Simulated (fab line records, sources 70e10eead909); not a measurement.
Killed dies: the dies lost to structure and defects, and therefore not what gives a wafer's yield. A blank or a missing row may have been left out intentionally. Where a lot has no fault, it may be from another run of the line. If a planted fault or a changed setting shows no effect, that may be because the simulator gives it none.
A lot that was struck, set against a sound lot    flow nand_harc    15 out of 1159 route steps
Sound: the wafers L484.1, L484.4, L484.5. Struck: wafer L495.6 (left out: L495.2, L495.4 of the same lot, which were not struck); the cause appears at the end.
For every step that has rows: the tool of each side, followed by ch and its chambers, followed by its first start. Under that, the readings that differ: sound wafers    struck wafers    difference of the means    sigmas: that difference in standard deviations of wafers without a fault.
alike: readings whose means differ by less than 2 such deviations, and words and numbers that are the same on both sides. not compared: withheld readings, readings that some wafer has no value for, bounds like >300 that may hide the same value, and numbers for which the record gives no deviation and whose values overlap.
Wherever a step has rows on one side only, a row that says differs or no value, or a row with sigmas, the two part there. When numbers do not overlap yet have no deviation, they are printed without sigmas and do not part them. A reading that every wafer of one side lacks parts them only if that side has two wafers or more.

first, 4 steps without rows for these wafers: NHARC_A_BONDPAD_EBR_05; NHARC_A_BONDPAD_EXPOSE_06 (exposes mask A BPAD); NHARC_A_BONDPAD_PEB_07 (peb time 80 s); NHARC_A_BONDPAD_DEVELOP_08 (time 50 s).
NHARC_A_BONDPAD_CD_MEAS_09: target cd 500 nm.
  sound on cd_sem-02 ch 0, day 18 13:38; struck on cd_sem-03 ch 0, day 20 15:28
  alike: cd_nm
NHARC_A_BONDPAD_OVL_MEAS_35:
  sound on overlay-01, day 18 13:44; struck on overlay-01, day 20 15:34
  alike: overlay_x_nm, overlay_y_nm
then, 1 step without rows for these wafers: NHARC_A_BONDPAD_HARDBAKE_10 (time 65 s).
NHARC_A_BONDPAD_DESCUM_11: chemistry O2, time 3 s.
  sound on rie_diel-03 ch 0,3, day 18 13:51; struck on rie_diel-03 ch 0, day 20 15:41
  alike: drypump_motor_current_A, oes_product_au, rf_vpp_V, showerhead_plenum_p_Torr, throttle_valve_pct
  not compared: rf_hours_counter_h
NHARC_A_BONDPAD_ETCH_34: etches the open film in N2/H2, target depth 60 nm, overetch 18 nm, time 65.91 s.
  sound on rie_diel-03 ch 0,1,3, day 18 13:56; struck on rie_diel-03 ch 2, day 20 15:47
reading                sound              struck  difference  sigmas
oes_product_au (a.u.)  1.001 0.995 1.003  0.986   -0.014      -2
  alike: drypump_motor_current_A, rf_vpp_V, run_length_s, showerhead_plenum_p_Torr, throttle_valve_pct
  not compared: rf_hours_counter_h
NHARC_A_BONDPAD_ETCH_12: etches the open film in CHF3/O2, target depth 220 nm, time 110 s.
  sound: rie_diel-03 ch 0,1,3; struck: rie_diel-03 ch 2
reading       sound              struck  difference  sigmas
rf_vpp_V (V)  369.5 374.5 371.0  366.7   -5.0        -2
  alike: drypump_motor_current_A, oes_product_au, run_length_s, showerhead_plenum_p_Torr, throttle_valve_pct
  not compared: rf_hours_counter_h
NHARC_A_BONDPAD_CD_MEAS_13:
  sound on cd_sem-01, day 18 14:10; struck on cd_sem-02, day 20 16:00
  alike: cd_nm
NHARC_A_BONDPAD_STRIP_15: strips in O2.
  sound on rie_diel-03 ch 2,3, day 18 14:16; struck on rie_diel-03 ch 1, day 20 16:07
reading                 sound                 struck  difference  sigmas
throttle_valve_pct (%)  17.038 17.044 17.032  17.013  -0.025      -3
  alike: drypump_motor_current_A, oes_product_au, rf_vpp_V, showerhead_plenum_p_Torr
  not compared: rf_hours_counter_h
NHARC_A_BONDPAD_ETCH_24: etches the open film in CF4/N2, target depth 30 nm, time 72.99 s.
  sound on rie_diel-03 ch 0,2,3, day 18 14:25; struck on rie_diel-03 ch 3, day 20 16:17
reading           sound           struck  difference  sigmas
run_length_s (s)  94.2 93.9 94.1  74.5    -19.6       -43
  alike: drypump_motor_current_A, oes_product_au, rf_vpp_V, showerhead_plenum_p_Torr, throttle_valve_pct
  not compared: rf_hours_counter_h
then, 1 step without rows for these wafers: NHARC_A_BONDPAD_STRIP_16 (strips in post etch residue remover, time 600 s).
NHARC_END_SORT_01:
  sound on prober-02 ch 0, day 20 09:07; struck on prober-02 ch 0, day 22 11:01
  alike: defect_limited_yield, killed_at_array, killed_at_other, killed_at_periphery, killed_dies, killed_open, killed_short, sort_bin_2_pct, sort_bin_3_pct, sort_bin_4_pct, sort_n_pass, sort_rim_yield_pct, sort_yield_pct

## WHERE THEY PART
First at NHARC_A_BONDPAD_ETCH_34; last, within this record, at NHARC_A_BONDPAD_ETCH_24. Later steps at which nothing parts them and some readings are alike: NHARC_END_SORT_01.

WHY: what had been put in by the simulator
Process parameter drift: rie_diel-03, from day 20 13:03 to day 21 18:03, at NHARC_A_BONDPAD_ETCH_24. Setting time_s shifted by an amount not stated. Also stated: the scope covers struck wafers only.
